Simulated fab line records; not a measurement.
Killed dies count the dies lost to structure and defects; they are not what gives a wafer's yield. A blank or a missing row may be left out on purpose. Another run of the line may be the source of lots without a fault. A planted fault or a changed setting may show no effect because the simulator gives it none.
Chamber matching | flow n5 finfet | N5_BEOL_M11_DEP_56 on pecvd-04 has 3 sister chambers
The step deposits SiCN from 3MS/NH3, target thk 30 nm, time 10.5 s. 20 wafers are shown with their chamber, then 10 later ones without.

EACH WAFER AND ITS CHAMBER
wafer  | chamber | showerhead plenum p Torr (Torr) | throttle valve pct (%)
L075.2 | 1       | 4.166                           | 18.3
L075.4 | 0       | 4.153                           | 18.2
L075.6 | 1       | 4.165                           | 18.5
L082.1 | 0       | 4.152                           | 18.0
L082.3 | 1       | 4.177                           | 18.3
L082.5 | 0       | 4.144                           | 18.2
L083.1 | 1       | 4.164                           | 18.2
L083.3 | 2       | 4.141                           | 17.7
L083.4 | 2       | 4.144                           | 17.9
L086.3 | 1       | 4.170                           | 18.4
L086.4 | 0       | 4.146                           | 18.0
L086.5 | 2       | 4.143                           | 17.8
L088.2 | 0       | 4.142                           | 18.0
L088.4 | 0       | 4.149                           | 18.0
L088.5 | 2       | 4.145                           | 17.9
L089.2 | 2       | 4.148                           | 17.7
L089.3 | 1       | 4.168                           | 18.5
L089.5 | 1       | 4.163                           | 18.4
L090.1 | 1       | 4.171                           | 18.5
L090.2 | 0       | 4.145                           | 18.2

SIGNATURES, as means of the wafers listed above
reading                  | chamber 0 | chamber 1 | chamber 2 | scatter within a chamber
showerhead plenum p Torr | 4.14729   | 4.16800   | 4.14420   | 0.00405
throttle valve pct       | 18.086    | 18.387    | 17.800    | 0.108
Rule: for a wafer and a chamber, the distance is found by dividing, reading by reading, the gap between the wafer's reading and the chamber's mean by the reading's scatter, squaring, summing and taking the root. The wafer belongs to the nearest chamber; if the next one is less than 2 further off, it can't be placed. The scatter is the square root of a quotient: the sum, over the shown wafers, of each reading's squared deviation from its chamber's mean, divided by wafers minus chambers.

WAFERS WITHOUT THEIR CHAMBER
wafer  | showerhead plenum p Torr (Torr) | throttle valve pct (%)
L090.3 | 4.145                           | 17.8
L090.4 | 4.178                           | 18.3
L090.5 | 4.156                           | 17.8
L090.6 | 4.148                           | 18.0
L094.1 | 4.149                           | 18.0
L094.5 | 4.145                           | 18.4
L094.6 | 4.165                           | 18.4
L095.2 | 4.165                           | 18.5
L095.3 | 4.136                           | 18.1
L095.4 | 4.147                           | 17.8

EACH ONE'S CHAMBER
wafer  | from the rows above     | in truth
L090.3 | 2                       | 2
L090.4 | 1                       | 1
L090.5 | can't be placed: 2 or 0 | 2
L090.6 | can't be placed: 0 or 2 | 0
L094.1 | can't be placed: 0 or 2 | 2
L094.5 | 0                       | 0
L094.6 | 1                       | 1
L095.2 | 1                       | 1
L095.3 | can't be placed: 0 or 2 | 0
L095.4 | can't be placed: 2 or 0 | 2
5 of 10 placed correctly. Can't be placed from these rows: 5 (the true chamber is among the candidates in 5). 0 placed wrongly.
